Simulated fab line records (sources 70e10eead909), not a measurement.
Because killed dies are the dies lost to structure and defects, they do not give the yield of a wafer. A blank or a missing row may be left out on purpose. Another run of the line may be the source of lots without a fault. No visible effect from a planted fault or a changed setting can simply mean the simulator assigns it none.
Matching of chambers | flow nand-harc | rie-diel-04 running NHARC_A_CONTACT_DESCUM_47: 4 sister chambers
The step chemistry O2, time 3 s. 4 wafers are shown with their chamber, then 8 later ones without.

EACH WAFER AND ITS CHAMBER
wafer  | chamber | drypump-motor-current-A (A)
L463.5 | 1       | 5.2
L470.1 | 3       | 6.2
L470.4 | 0       | 6.8
L474.1 | 2       | 5.7

WAFERS WHOSE CHAMBER IS MISSING
wafer  | drypump-motor-current-A (A)
L474.4 | 6.3
L474.5 | 5.7
L475.1 | 5.7
L475.5 | 6.8
L475.6 | 6.3
L476.1 | 6.3
L476.2 | 5.7
L476.6 | 5.1

WHICH CHAMBER EACH WENT THROUGH
wafer  | from the rows above | in truth
L474.4 | 3                   | 3
L474.5 | 2                   | 2
L475.1 | 2                   | 2
L475.5 | 0                   | 0
L475.6 | 3                   | 3
L476.1 | 3                   | 3
L476.2 | 2                   | 2
L476.6 | 1                   | 1
8 of 8 placed correctly. From these rows, 0 cannot be placed. Placed wrongly: 0.
How it was worked out, from the rows above alone: a wafer's distance from a chamber is the root of the sum, over the readings, of the square of ((its reading less the chamber's mean) divided by the reading's scatter). The wafer belongs to the nearest chamber; if the next one is less than 2 further off, it can't be placed. Each chamber's mean is taken over the wafers shown for it. The scatter: with one shown wafer a chamber, the root of the mean of the squares of how far each hidden wafer lies from its nearest shown one.
